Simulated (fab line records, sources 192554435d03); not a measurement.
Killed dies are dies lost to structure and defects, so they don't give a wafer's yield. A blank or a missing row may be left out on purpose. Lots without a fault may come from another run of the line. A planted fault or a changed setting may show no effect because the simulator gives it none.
Split-lot experiment | flow n5_finfet | 7 lots, 21 wafers read, on a route of 1938 steps

THE SPLIT
At N5_SDB_EXPOSE_08 (exposes mask SDB), the setting dose_mj was moved away from the recipe's 49.6 on 5 of the 21 wafers read, by -5.5% to +2.6%. The other wafers ran this setting at the recipe's value.

FROM THE SPLIT TO THE READING: what the file shows between them, 2 steps
- N5_SDB_PEB_09: peb time 60 s
- N5_SDB_DEVELOP_10: develop time 30 s

THE READING
cd_nm, in nm, at N5_SDB_CD_MEAS_11 (target cd 50 nm). Fault-free wafers of this fab line usually give 50.2 nm, standard deviation 1.1 nm.

wafer  | tool, chamber at the split | dose_mj as run | against the recipe | cd_nm, nm | against lot-mates on the recipe
L074.2 | arfi_scanner-01, 0         | 49.6           | recipe             | 51.6      | -
L074.3 | arfi_scanner-01, 0         | 49.6           | recipe             | 52.3      | -
L074.6 | arfi_scanner-01, 0         | 49.6           | recipe             | 51.2      | -
L075.3 | arfi_scanner-03, 0         | 49.6           | recipe             | 50.8      | -
L075.4 | arfi_scanner-03, 0         | 49.6           | recipe             | 50.5      | -
L075.6 | arfi_scanner-03, 0         | 48.38          | -2.5%              | 45.9      | -4.8
L083.3 | arfi_scanner-03, 0         | 46.86          | -5.5%              | 44.6      | -5.2
L083.4 | arfi_scanner-03, 0         | 49.6           | recipe             | 50.4      | -
L083.5 | arfi_scanner-03, 0         | 49.6           | recipe             | 49.3      | -
L086.1 | arfi_scanner-01, 0         | 49.6           | recipe             | 48.5      | -
L086.2 | arfi_scanner-01, 0         | 49.6           | recipe             | 48.5      | -
L086.4 | arfi_scanner-01, 0         | 49.6           | recipe             | 49.6      | -
L087.4 | arfi_scanner-03, 0         | 48.39          | -2.4%              | 45.3      | -4.7
L087.5 | arfi_scanner-03, 0         | 49.6           | recipe             | 50.0      | -
L087.6 | arfi_scanner-03, 0         | 48.39          | -2.4%              | 45.9      | -4.1
L091.2 | arfi_scanner-01, 0         | 49.6           | recipe             | 50.8      | -
L091.3 | arfi_scanner-01, 0         | 49.6           | recipe             | 50.9      | -
L091.5 | arfi_scanner-01, 0         | 50.87          | +2.6%              | 55.2      | +4.4
L093.3 | arfi_scanner-01, 0         | 49.6           | recipe             | 51.8      | -
L093.5 | arfi_scanner-01, 0         | 49.6           | recipe             | 50.2      | -
L093.6 | arfi_scanner-01, 0         | 49.6           | recipe             | 50.7      | -

THE FIT
A straight line over all 21 wafers: cd_nm changes by +1.44 nm for each +1% of dose_mj; r = +0.89; the points scatter about the line by 1.2 nm.
The same after taking each lot's own level away (the mean of its wafers on the recipe; 21 wafers): +1.32 nm for each +1%; r = +0.93; scatter 0.85 nm.
On that fit, the largest move of dose_mj shifts the reading by 7.3 nm.
The lots' own levels span 48.87 to 51.70 nm, that is 2.6 times the standard deviation above.
So the lot-to-lot level changes the slope little: the two slopes agree.
Check: with one of the wafers moved furthest among these (-5.5%) left out of the fit, the line predicts -9.98 nm for it against its lot-mates. It came out at -5.25 nm against them.

THE FILE'S OWN FIT
cd_nm changes by +1.26 nm for each +1% of dose_mj, r = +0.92.
